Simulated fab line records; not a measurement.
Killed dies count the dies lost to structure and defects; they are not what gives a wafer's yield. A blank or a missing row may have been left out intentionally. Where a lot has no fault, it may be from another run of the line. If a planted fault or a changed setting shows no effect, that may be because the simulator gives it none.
Matching of chambers + flow nand-harc + NHARC_P_M2_PRE_CLEAN_32 on pecvd-01: 3 sister chambers
The step time 12 s. 3 wafers are shown with their chamber, then 8 later ones without.

WAFERS PAIRED WITH THEIR CHAMBERS
| wafer  | chamber | heater-power-w (W) |
|--------|---------|--------------------|
| L080.3 | 2       | 540                |
| L086.5 | 1       | 618                |
| L087.1 | 0       | 717                |

WAFERS MISSING THEIR CHAMBER
| wafer  | heater-power-w (W) |
|--------|--------------------|
| L087.2 | 626                |
| L087.4 | 654                |
| L087.3 | 523                |
| L087.5 | 521                |
| L087.6 | 715                |
| L095.2 | 575                |
| L095.4 | 582                |
| L095.5 | 682                |

WHICH CHAMBER EACH ONE RAN IN
| wafer  | from the rows above     | in truth |
|--------|-------------------------|----------|
| L087.2 | 1                       | 1        |
| L087.4 | can't be placed: 1 or 0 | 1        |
| L087.3 | 2                       | 2        |
| L087.5 | 2                       | 2        |
| L087.6 | 0                       | 0        |
| L095.2 | can't be placed: 2 or 1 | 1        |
| L095.4 | can't be placed: 1 or 2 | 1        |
| L095.5 | can't be placed: 0 or 1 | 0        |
Placed correctly: 4 of 8. Can't be placed from these rows: 4 (the true chamber is among the candidates in 4). Placed wrongly: 0.
How it was worked out, from the rows above alone: a wafer's distance from a chamber is the root of the sum, over the readings, of the square of ((its reading less the chamber's mean) divided by the reading's scatter). The wafer belongs to the nearest chamber; if the next one is less than 2 further off, it can't be placed. A chamber's mean is the mean of its shown wafers. The scatter: with one shown wafer a chamber, the root of the mean of the squares of how far each hidden wafer lies from its nearest shown one.
